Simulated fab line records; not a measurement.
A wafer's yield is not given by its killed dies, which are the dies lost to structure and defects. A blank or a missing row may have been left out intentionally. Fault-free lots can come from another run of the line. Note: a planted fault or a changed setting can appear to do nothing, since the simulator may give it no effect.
fab line records	flow n5-finfet
[record] lots = 7	wafers = 21	last-day = 16
route steps=1938 shown BEOL_M10@1497 PASSIVATION@1936
lots that met no fault: taken from a fault-free run of the same line
start-h: start of the lot's first displayed wafer, in hours after the record's first day	wait-h: hours elapsed since this lot's preceding step	" as in the row above	L1.1+2: one row covering several wafers at once	- either no value or no given start	* or withheld: withheld	< > ~ a bound
route shown NAME@n: NAME is a module with steps in the file, n the number in the route of the first one	usual: mean/standard deviation taken from wafers without a fault	same: alike in all rows	chamber/n: place in a boat	sites: each site's reading	_std_site: their standard deviation	_edge_site: mean of outer sites minus mean of inner sites	radius-mm: how far each site lies from the wafer's centre	mask NAME#n: copy n	behind: tool/chamber where the wafer was last shaped	hold: why the lot went on hold/how many hours it stayed there/how the hold came to an end	device: whichever transistor did not switch (one of n, p or np)	end of line: the route-end tests of the same wafers	step lacking rows: just its recipe	killed: at the first sort, the dies lost to defects and structure; wafer yield is something else	map: a wafer's dies, x killed, . not, _ none there
set.NAME: setting as actually run; set.NAME@STEP: the setting as run at that earlier step	model.NAME: the simulator's own value behind a step, which no gauge read
lots at selected steps of the route; one table per step, one row per wafer
services: from which hour (start-h, from the record's first day; less than 0 if before it) a tool's chamber was out of use, for how many hours, and why
[[steps]]
[step N5_BEOL_M10_EBR_24]
[recipe] solvent = PGMEA	ebr-width-mm = 1.5
[step N5_BEOL_M10_SOFTBAKE_23]
[recipe] temp-c = 110	time-s = 60	resist = CAR-ArF
[step N5_BEOL_M10_EXPOSE_25]
[recipe] mask-id = V9	na = 1.35	source-shape = annular	sigma-inner = 0.5	sigma-outer = 0.8	polarization = unpolarized	dose-mj = 85.5
[step N5_BEOL_M10_PEB_26]
[recipe] peb-temp-c = withheld	peb-time-s = 60	resist = CAR-ArF
[step N5_BEOL_M10_DEVELOP_27]
[recipe] develop-time-s = 30	developer = TMAH	resist = CAR-ArF	rinse-liquid = diw	dry = air-spin	dev-temp-c = 23
[step N5_BEOL_M10_CD_MEAS_28]
[recipe] target-cd-nm = 70	landing-energy-ev = 500	detector = se-inlens	polarity = opening
[usual] cd-nm = 69.7/0.77
lot.wafer	tool	chamber	start-h	wait-h	cd-nm
L259.1	cd-sem-03	0	225.28	-	68.8
L259.5	"	0	"	"	70.0
L259.6	"	0	"	"	69.6
L260.1	cd-sem-01	0	236.32	-	68.1
L260.2	"	0	"	"	68.9
L260.6	"	0	"	"	69.1
L268.3	cd-sem-01	0	267.63	-	70.2
L268.4	"	0	"	"	69.5
L268.5	"	0	"	"	69.2
L269.1	cd-sem-03	0	276.83	-	69.3
L269.2	"	0	"	"	68.5
L269.4	"	0	"	"	67.9
L276.1	cd-sem-02	0	321.28	-	71.0
L276.4	"	0	"	"	69.0
L276.5	"	0	"	"	68.5
L277.1	cd-sem-01	0	329.87	-	68.1
L277.5	"	0	"	"	69.5
L277.6	"	0	"	"	69.1
L279.3	cd-sem-03	0	333.20	-	70.2
L279.5	"	0	"	"	69.1
L279.6	"	0	"	"	68.8
[step N5_BEOL_M10_OVL_MEAS_29]
[recipe] points-per-wafer = 44
[usual] V9_OVL = 0.1/0.75
lot.wafer	tool	chamber	start-h	wait-h	V9_OVL[nm]
L259.1	overlay-02	0	225.31	0.0	-0.8
L259.5	"	0	"	"	-0.7
L259.6	"	0	"	"	-0.1
L260.1	overlay-02	0	236.35	0.0	0.0
L260.2	"	0	"	"	0.5
L260.6	"	0	"	"	1.2
L268.3	overlay-02	0	267.65	0.0	0.1
L268.4	"	0	"	"	1.5
L268.5	"	0	"	"	-0.6
L269.1	overlay-02	0	276.86	0.0	-1.4
L269.2	"	0	"	"	-1.0
L269.4	"	0	"	"	-0.1
L276.1	overlay-01	0	321.31	0.0	0.5
L276.4	"	0	"	"	-0.4
L276.5	"	0	"	"	0.4
L277.1	overlay-01	0	329.90	0.0	0.5
L277.5	"	0	"	"	0.0
L277.6	"	0	"	"	-0.6
L279.3	overlay-02	0	333.23	0.0	-1.3
L279.5	"	0	"	"	-1.0
L279.6	"	0	"	"	-1.6
[step N5_BEOL_M10_INSPECT_30]
[recipe] mode = adi	inspect-instrument = brightfield
[usual] raw-defect-count = 421/100
lot.wafer	tool	chamber	start-h	wait-h	raw-defect-count
L259.1	defect-inspect-02	-	225.33	0.0	388
L259.5	"	-	"	"	326
L259.6	"	-	"	"	335
L260.1	defect-inspect-02	-	236.37	0.0	474
L260.2	"	-	"	"	515
L260.6	"	-	"	"	379
L268.3	defect-inspect-01	-	267.68	0.0	328
L268.4	"	-	"	"	454
L268.5	"	-	"	"	342
L269.1	defect-inspect-02	-	276.88	0.0	457
L269.2	"	-	"	"	544
L269.4	"	-	"	"	301
L276.1	defect-inspect-02	-	321.34	0.0	392
L276.4	"	-	"	"	431
L276.5	"	-	"	"	331
L277.1	defect-inspect-01	-	329.92	0.0	362
L277.5	"	-	"	"	496
L277.6	"	-	"	"	411
L279.3	defect-inspect-01	-	333.25	0.0	314
L279.5	"	-	"	"	450
L279.6	"	-	"	"	350
[step N5_BEOL_M10_DESCUM_33]
[recipe] chemistry = O2	time-s = 7.9	source-power-w = 50	bias-power-w = 20	pressure-mtorr = 20	rf-frequency-hz = 2.712e+07	temp-c = 40	resist = CAR-ArF	o2-flow-sccm = 225
[usual] drypump-motor-current-A = 5.6/0.38	oes-product-au = 0.79/0.073	rf-vpp-V = 243.4/1.3	showerhead-plenum-p-Torr = 2.11/0.066	throttle-valve-pct = 20.34/0.19
lot.wafer	tool	chamber	start-h	wait-h	drypump-motor-current-A	oes-product-au	rf-hours-counter-h	rf-vpp-V	showerhead-plenum-p-Torr	throttle-valve-pct
L259.1	rie-diel-04	2	225.37	0.0	5.7	0.73	192	244.7	2.16	20.61
L259.5	"	2	"	"	5.7	0.72	-	243.6	2.16	20.60
L259.6	"	1	"	"	5.4	0.89	-	242.5	2.05	20.02
L260.1	rie-diel-05	1	237.12	0.7	5.4	0.93	16	242.3	2.06	20.37
L260.2	"	3	"	"	5.7	0.68	226	243.5	2.08	20.47
L260.6	"	0	"	"	5.6	0.83	-	245.1	2.21	20.30
L268.3	rie-diel-02	3	267.71	0.0	5.5	0.84	72	242.5	2.04	20.47
L268.4	"	1	"	"	5.4	0.88	33	245.0	2.10	20.25
L268.5	"	3	"	"	5.5	0.85	-	241.7	2.04	20.47
L269.1	rie-diel-05	2	276.94	0.1	5.8	0.68	230	243.9	2.14	19.99
L269.2	"	1	"	"	5.4	0.91	30	242.8	2.05	20.39
L269.4	"	0	"	"	5.6	0.82	84	245.1	2.21	20.34
L276.1	rie-diel-04	2	321.37	0.0	5.7	0.70	225	244.3	2.15	20.66
L276.4	"	0	"	"	5.9	0.72	221	242.6	2.07	20.37
L276.5	"	3	"	"	5.0	0.82	-	242.8	2.21	20.29
L277.1	rie-diel-04	0	329.96	0.0	5.9	0.73	225	243.2	2.07	20.39
L277.5	"	2	"	"	5.7	0.70	-	245.4	2.15	20.66
L277.6	"	1	"	"	5.4	0.83	-	241.4	2.04	20.07
L279.3	rie-diel-04	0	333.29	0.0	5.9	0.72	227	242.7	2.07	20.38
L279.5	"	3	"	"	5.0	0.81	-	244.9	2.21	20.28
L279.6	"	2	"	"	5.7	0.69	-	244.5	2.15	20.64
[step N5_BEOL_M10_ETCH_65]
[recipe] chemistry = CF4	target = SiARC	target-depth-a = 390	mask-material = CAR-ArF	time-s = 65	ion-energy-ev = 80	pressure-mtorr = 40	source-w = 545	bias-w = 36	Ar_flow_sccm = 100	cf4-flow-sccm = 100	ends = cleared
[usual] bias-w = 36.00/0.12	drypump-motor-current-A = 5.6/0.38	etch-rf-on-time-s = 64.9/1.2	oes-product-au = 0.67/0.063	rf-vpp-V = 184.3/1.2	showerhead-plenum-p-Torr = 2.15/0.066	throttle-valve-pct = 15.51/0.24
lot.wafer	tool	chamber	start-h	wait-h	bias-w	drypump-motor-current-A	etch-rf-on-time-s	oes-product-au	rf-hours-counter-h	rf-vpp-V	showerhead-plenum-p-Torr	throttle-valve-pct
L259.1	rie-diel-04	2	225.40	0.0	36.08	5.7	63.3	0.63	192	184.2	2.22	15.80
L259.5	"	2	"	"	36.13	5.7	63.4	0.63	-	184.7	2.22	15.82
L259.6	"	1	"	"	35.89	5.4	65.4	0.77	-	183.3	2.09	15.04
L260.1	rie-diel-05	1	237.15	0.0	36.11	5.4	63.3	0.80	16	184.0	2.11	15.47
L260.2	"	3	"	"	36.04	5.7	66.2	0.59	226	184.1	2.12	15.62
L260.6	"	0	"	"	35.91	5.6	65.5	0.71	-	185.6	2.25	15.52
L268.3	rie-diel-02	3	267.75	0.0	35.77	5.5	65.5	0.72	72	182.9	2.10	15.68
L268.4	"	1	"	"	36.29	5.4	64.0	0.74	33	185.3	2.19	15.60
L268.5	"	3	"	"	35.74	5.5	65.8	0.72	-	183.5	2.10	15.68
L269.1	rie-diel-05	2	276.97	0.0	35.99	5.8	64.7	0.59	230	183.3	2.20	15.36
L269.2	"	1	"	"	36.03	5.4	62.5	0.79	30	183.0	2.10	15.50
L269.4	"	0	"	"	35.83	5.6	66.0	0.69	84	186.3	2.25	15.55
L276.1	rie-diel-04	2	321.41	0.0	35.84	5.7	63.7	0.61	225	184.0	2.21	15.89
L276.4	"	0	"	"	36.08	5.9	66.2	0.61	221	184.1	2.11	15.60
L276.5	"	3	"	"	36.03	5.0	64.8	0.71	-	184.5	2.24	15.35
L277.1	rie-diel-04	0	329.99	0.0	35.79	5.9	66.7	0.60	225	183.9	2.11	15.63
L277.5	"	2	"	"	36.03	5.7	63.8	0.61	-	186.5	2.21	15.90
L277.6	"	1	"	"	36.12	5.4	66.0	0.71	-	183.2	2.07	15.11
L279.3	rie-diel-04	0	333.32	0.0	36.19	5.9	67.0	0.60	227	184.0	2.11	15.61
L279.5	"	3	"	"	36.04	5.0	64.9	0.70	-	184.9	2.24	15.35
L279.6	"	2	"	"	35.98	5.7	64.1	0.60	-	184.1	2.21	15.89
[step N5_BEOL_M10_ETCH_66]
[recipe] chemistry = N2/H2	target = SOC	target-depth-a = 1200	overetch-a = 240	mask-material = SiARC	temp-c = 40	time-s = 180	ion-energy-ev = 200	pressure-mtorr = 30	source-w = 840	bias-w = 150	n2-flow-sccm = 200	h2-flow-sccm = 200
[usual] bias-w = 150.0/0.42	drypump-motor-current-A = 5.6/0.38	oes-product-au = 0.64/0.058	rf-vpp-V = 524.4/2.4	showerhead-plenum-p-Torr = 2.56/0.082	throttle-valve-pct = 17.77/0.21
lot.wafer	tool	chamber	start-h	wait-h	bias-w	drypump-motor-current-A	oes-product-au	rf-hours-counter-h	rf-vpp-V	showerhead-plenum-p-Torr	throttle-valve-pct
L259.1	rie-diel-04	2	225.45	0.0	149.7	5.7	0.59	192	526.0	2.63	18.10
L259.5	"	2	"	"	149.6	5.7	0.59	-	526.2	2.63	18.10
L259.6	"	1	"	"	150.4	5.4	0.73	-	522.2	2.51	17.52
L260.1	rie-diel-05	1	237.20	0.0	150.2	5.4	0.74	16	522.6	2.50	17.79
L260.2	"	3	"	"	150.2	5.7	0.57	226	524.3	2.49	17.61
L260.6	"	0	"	"	150.0	5.6	0.68	-	527.7	2.70	17.81
L268.3	rie-diel-02	3	267.80	0.0	149.8	5.5	0.69	73	522.0	2.48	17.88
L268.4	"	1	"	"	150.0	5.4	0.70	33	524.6	2.60	17.87
L268.5	"	3	"	"	150.3	5.5	0.68	-	522.0	2.48	17.88
L269.1	rie-diel-05	2	277.02	0.0	150.4	5.8	0.55	230	525.2	2.61	17.43
L269.2	"	1	"	"	149.3	5.4	0.71	30	523.6	2.50	17.81
L269.4	"	0	"	"	149.8	5.6	0.66	84	527.0	2.69	17.84
L276.1	rie-diel-04	2	321.46	0.0	150.3	5.7	0.57	225	525.9	2.61	18.16
L276.4	"	0	"	"	150.3	5.9	0.59	221	522.9	2.52	17.79
L276.5	"	3	"	"	150.4	5.0	0.68	-	527.7	2.68	17.69
L277.1	rie-diel-04	0	330.04	0.0	149.4	5.9	0.57	225	523.3	2.52	17.80
L277.5	"	2	"	"	150.6	5.7	0.57	-	527.2	2.61	18.16
L277.6	"	1	"	"	150.8	5.4	0.68	-	521.7	2.49	17.58
L279.3	rie-diel-04	0	333.37	0.0	149.6	5.9	0.58	227	522.0	2.52	17.80
L279.5	"	3	"	"	150.6	5.0	0.67	-	527.4	2.68	17.69
L279.6	"	2	"	"	150.8	5.7	0.56	-	526.0	2.61	18.17
[step N5_BEOL_M10_STRIP_69]
[recipe] chemistry = N2/H2	temp-c = 40	n2-flow-sccm = 200	h2-flow-sccm = 200	rf-frequency-hz = 6e+07
[step N5_BEOL_M10_VIA_ETCH_34]
[recipe] chemistry = C4F6/O2	target = SiCOH_lowk	target-depth-a = 1845	mask-material = SOC	taper-deg = 4	time-s = 69.2	ion-energy-ev = 250	pressure-mtorr = 30	source-w = 345	bias-w = 185	Ar_flow_sccm = 300	C4F6_flow_sccm = 10	O2_flow_sccm = 10
[usual] bias-w = 185.1/0.54	drypump-motor-current-A = 5.6/0.38	oes-product-au = 0.78/0.073	rf-vpp-V = 661/12	showerhead-plenum-p-Torr = 2.86/0.091	throttle-valve-pct = 20.80/0.23
lot.wafer	tool	chamber	start-h	wait-h	bias-w	drypump-motor-current-A	oes-product-au	rf-hours-counter-h	rf-vpp-V	showerhead-plenum-p-Torr	throttle-valve-pct	model.etch.depth-nm
L259.1	rie-diel-04	2	225.58	0.0	185.5	5.7	0.73	192	647	2.96	21.15	186.1
L259.5	"	2	"	"	186.0	5.7	0.73	-	645	2.96	21.16	183.7
L259.6	"	1	"	"	185.2	5.4	0.89	-	655	2.78	20.39	182.5
L260.1	rie-diel-05	1	237.33	0.0	185.2	5.4	0.94	16	667	2.79	20.76	188.3
L260.2	"	3	"	"	184.5	5.7	0.70	226	686	2.81	20.79	182.5
L260.6	"	0	"	"	184.7	5.6	0.83	-	669	2.96	20.63	182.8
L268.3	rie-diel-02	3	267.92	0.0	184.9	5.5	0.83	73	641	2.79	21.02	179.2
L268.4	"	1	"	"	185.3	5.4	0.87	33	681	2.90	20.97	185.8
L268.5	"	3	"	"	185.3	5.5	0.83	-	643	2.79	21.04	179.2
L269.1	rie-diel-05	2	277.14	0.0	184.8	5.8	0.68	230	656	2.92	20.55	185.5
L269.2	"	1	"	"	184.6	5.4	0.91	30	667	2.78	20.80	190.7
L269.4	"	0	"	"	185.5	5.6	0.82	84	667	2.96	20.63	182.6
L276.1	rie-diel-04	2	321.58	0.0	184.7	5.7	0.70	225	644	2.94	21.20	183.6
L276.4	"	0	"	"	202.1	5.9	0.72	221	714	2.81	20.81	186.8
L276.5	"	3	"	"	184.4	5.0	0.84	-	666	3.00	20.76	184.8
L277.1	rie-diel-04	0	330.17	0.0	202.3	5.9	0.72	225	710	2.81	20.82	186.3
L277.5	"	2	"	"	185.7	5.7	0.70	-	645	2.94	21.22	183.9
L277.6	"	1	"	"	185.2	5.4	0.82	-	655	2.76	20.44	182
L279.3	rie-diel-04	0	333.50	0.0	202.4	5.9	0.72	227	712	2.81	20.81	185.3
L279.5	"	3	"	"	185.0	5.0	0.82	-	666	3.00	20.78	183.2
L279.6	"	2	"	"	184.9	5.7	0.70	-	644	2.94	21.21	184.1
[step N5_BEOL_M10_STRIP_73]
[recipe] chemistry = C4F6/O2	resist = SiARC	rf-frequency-hz = 6e+07
[step N5_PASSIVATION_PROBE_49]
[usual] defect-limited-yield = 91.0/1.5	killed_at_M0_to_M3 = 34/9.1	killed_at_M4_up = 14/5.7	killed-at-contacts = 13/5.7	killed-at-front-end = 42/12	killed-at-other = 4/3.4	killed-dies = 106/17	killed-open = 70/13	killed-short = 34/7.5	sort_bin_4_leakage = 0.00/0.014	sort_bin_5_function = 5.2/0.94	sort_bin_6_memory = 3.4/0.69	sort-n-pass = 1074/17	sort-yield-pct = 91.0/1.5
[same] gross-dies = 1180	killed-at-back-side = 0	sort_bin_8_speed[%] = 0
lot.wafer	tool	chamber	start-h	wait-h	defect-limited-yield[%]	killed_at_M0_to_M3	killed_at_M4_up	killed-at-contacts	killed-at-front-end	killed-at-other	killed-dies	killed-open	killed-short	sort_bin_4_leakage[%]	sort_bin_5_function[%]	sort_bin_6_memory[%]	sort-n-pass	sort-yield-pct[%]
L268.3	prober-02	-	325.87	0.1	91.2	26	17	15	44	2	104	78	26	0	5.3	3.2	1076	91.2
L268.4	prober-02	-	325.92	0.2	88.3	40	9	5	81	3	138	101	35	0	5.9	5.3	1042	88.3
L268.5	prober-02	-	325.97	0.2	90.4	28	8	15	62	0	113	83	30	0	5.1	4.2	1067	90.4
L269.1	prober-02	-	333.54	0.0	93.0	31	15	8	23	6	83	50	28	0	4.0	2.5	1097	93.0
L269.2	prober-02	-	333.59	0.1	90.8	40	17	20	23	8	108	65	42	0	5.3	3.5	1072	90.8
L269.4	prober-02	-	333.69	0.2	92.5	30	16	10	28	4	88	64	22	0	4.6	2.7	1092	92.5
L276.1	prober-01	-	368.38	0.0	90.1	29	5	18	62	3	117	72	44	0	5.7	4.0	1063	90.1
L276.4	prober-01	-	368.53	0.2	89.0	43	17	16	52	2	130	78	44	0	6.4	3.5	1050	89.0
L276.5	prober-01	-	368.58	0.2	92.4	27	13	9	36	5	90	56	33	0	4.5	2.6	1090	92.4
// killed by level:class
L268.3 STI_FIN_REVEAL:geometric-particle:open=22 BEOL_M3:geometric-particle:open=12 MOL_CONTACT_COAG:geometric-particle:open=10 BEOL_M4:geometric-particle:open=7 BEOL_M0_SAQP:geometric-particle:open=6 STI_FIN_REVEAL:geometric-particle:short=5 MOL_CONTACT_COAG:geometric-particle:short=5 FIN_SAQP:geometric-particle:short=4
L268.4 STI_FIN_REVEAL:geometric-particle:open=24 FIN_SAQP:geometric-particle:open=19 BEOL_M3:geometric-particle:open=19 FIN_SAQP:geometric-particle:short=10 STI_FIN_REVEAL:geometric-particle:short=6 BEOL_M0_SAQP:geometric-particle:open=5 DUMMY_GATE:geometric-particle:open=4 ILD0:geometric-particle:short=4
L268.5 STI_FIN_REVEAL:geometric-particle:open=19 FIN_SAQP:geometric-particle:open=13 MOL_CONTACT_COAG:geometric-particle:open=13 BEOL_M3:geometric-particle:open=10 GATE_CUT:geometric-particle:open=7 FIN_SAQP:geometric-particle:short=6 STARTING-WAFER:geometric-particle:short=6 BEOL_M4:geometric-particle:open=5
L269.1 BEOL_M4:geometric-particle:open=8 BEOL_M3:geometric-particle:open=8 MOL_CONTACT_COAG:geometric-particle:open=6 BEOL_M0_SAQP:geometric-particle:short=6 BEOL_M0_SAQP:geometric-particle:open=4 BEOL_M0:geometric-particle:open=4 BEOL_M1:geometric-particle:open=4 HKMG_FIN:area-etch=4
L269.2 MOL_CONTACT_COAG:geometric-particle:open=15 BEOL_M0_SAQP:geometric-particle:open=9 BEOL_M4:geometric-particle:open=9 BEOL_M0_SAQP:geometric-particle:short=8 MOL_CONTACT_COAG:geometric-particle:short=5 BEOL_M0:geometric-particle:open=5 BEOL_M3:geometric-particle:open=5 BEOL_M0:geometric-particle:short=4
L269.4 MOL_CONTACT_COAG:geometric-particle:open=9 DUMMY_GATE:geometric-particle:open=8 BEOL_M0_SAQP:geometric-particle:open=6 BEOL_M4:geometric-particle:open=6 FIN_SAQP:geometric-particle:short=5 BEOL_M0_SAQP:geometric-particle:short=5 BEOL_M2:geometric-particle:open=5 BEOL_M3:geometric-particle:open=5
L276.1 STI_FIN_REVEAL:geometric-particle:open=14 MOL_CONTACT_COAG:geometric-particle:open=12 FIN_SAQP:geometric-particle:short=7 BEOL_M0_SAQP:geometric-particle:short=7 GATE_CUT:geometric-particle:short=6 MOL_CONTACT_COAG:geometric-particle:short=6 BEOL_M0_SAQP:geometric-particle:open=5 BEOL_M3:geometric-particle:open=5
L276.4 MOL_CONTACT_COAG:geometric-particle:open=13 BEOL_M3:geometric-particle:open=11 BEOL_M0_SAQP:geometric-particle:open=10 FIN_SAQP:geometric-particle:short=9 STI_FIN_REVEAL:geometric-particle:open=7 GATE_CUT:geometric-particle:short=6 BEOL_M0_SAQP:geometric-particle:short=6 HKMG_FIN:area-etch=6
L276.5 FIN_SAQP:geometric-particle:open=8 BEOL_M0_SAQP:geometric-particle:short=8 GATE_CUT:geometric-particle:short=7 MOL_CONTACT_COAG:geometric-particle:open=6 BEOL_M0_SAQP:geometric-particle:open=5 STI_FIN_REVEAL:geometric-particle:open=4 BEOL_M5:geometric-particle:open=4 DUMMY_GATE:geometric-particle:open=3
[[services]]
tool	chamber	start-h	hours	kind
rie-diel-05	3	207.52	3.0	repair
rie-diel-04	2	266.00	8.9	repair
rie-diel-05	3	304.84	-	clean
rie-diel-05	3	304.84	-	consumable-replace:focus-ring
rie-diel-05	3	304.84	21.1	scheduled-down
rie-diel-05	3	304.84	21.1	vent-cycle
rie-diel-02	3	307.91	13.1	repair
rie-diel-05	2	328.06	-	clean
rie-diel-05	2	328.06	-	consumable-replace:focus-ring
[[key]]
[first-sign] step = N5_BEOL_M10_VIA_ETCH_34	reading = bias-w	direction = up	sigmas = 32	usual = *	struck = *
[effect] step = N5_BEOL_M10_VIA_ETCH_34	reading = rf-vpp-V	direction = up	sigmas = 4.3	usual = 661	struck = 712
[model-effect] step = N5_BEOL_M10_VIA_ETCH_34	value = etch.depth-nm	without = 181	struck = 186.2
met-at N5_BEOL_M10_VIA_ETCH_34
struck-wafers L276.4,L277.1,L279.3
[fault] kind = process-parameter-drift	tool = rie-diel-04	chamber = 0	onset-h = 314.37	steps = N5_BEOL_M10_VIA_ETCH_34	channel = bias-w	offset = *	shape = step	end-h = 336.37	acts-in = *	stated = *
